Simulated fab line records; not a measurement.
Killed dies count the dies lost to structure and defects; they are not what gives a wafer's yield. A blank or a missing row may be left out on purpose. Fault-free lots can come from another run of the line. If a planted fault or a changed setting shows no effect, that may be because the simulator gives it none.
Chamber matching    flow n5_finfet    3 sister chambers for N5_BEOL_M3_ILD_DEP_00 on pecvd-04
The step deposits SiOC from DEMS/O2, target thk 79 nm, time 15.3 s. 3 wafers are shown with their chamber, then 7 later ones without.

== WAFERS WITH THEIR CHAMBER ==
wafer   chamber  showerhead_plenum_p_Torr (Torr)
L083.2  2        5.668
L086.3  1        5.711
L086.4  0        5.694

== WAFERS MISSING THEIR CHAMBER ==
wafer   showerhead_plenum_p_Torr (Torr)
L086.5  5.700
L092.1  5.697
L092.2  5.703
L092.3  5.661
L093.1  5.709
L093.3  5.670
L093.5  5.705

== CHAMBER TAKEN BY EACH ==
wafer    from the rows above       in truth
L086.5   can't be placed: 0 or 1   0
L092.1   0                         0
L092.2   can't be placed: 1 or 0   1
L092.3   2                         2
L093.1   1                         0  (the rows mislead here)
L093.3   2                         2
L093.5   can't be placed: 1 or 0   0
Correct placement for 3 of the 7. Cannot be placed on the basis of these rows: 3; the candidates contain the true chamber in 3. Wrongly placed: 1.
How it was worked out, from the rows above alone: a wafer's distance from a chamber is the root of the sum, over the readings, of the square of ((its reading less the chamber's mean) divided by the reading's scatter). The wafer belongs to the nearest chamber; if the next one is less than 2 further off, it can't be placed. For every chamber, the mean is computed from those of its wafers that are shown. The scatter: with one shown wafer a chamber, the root of the mean of the squares of how far each hidden wafer lies from its nearest shown one.
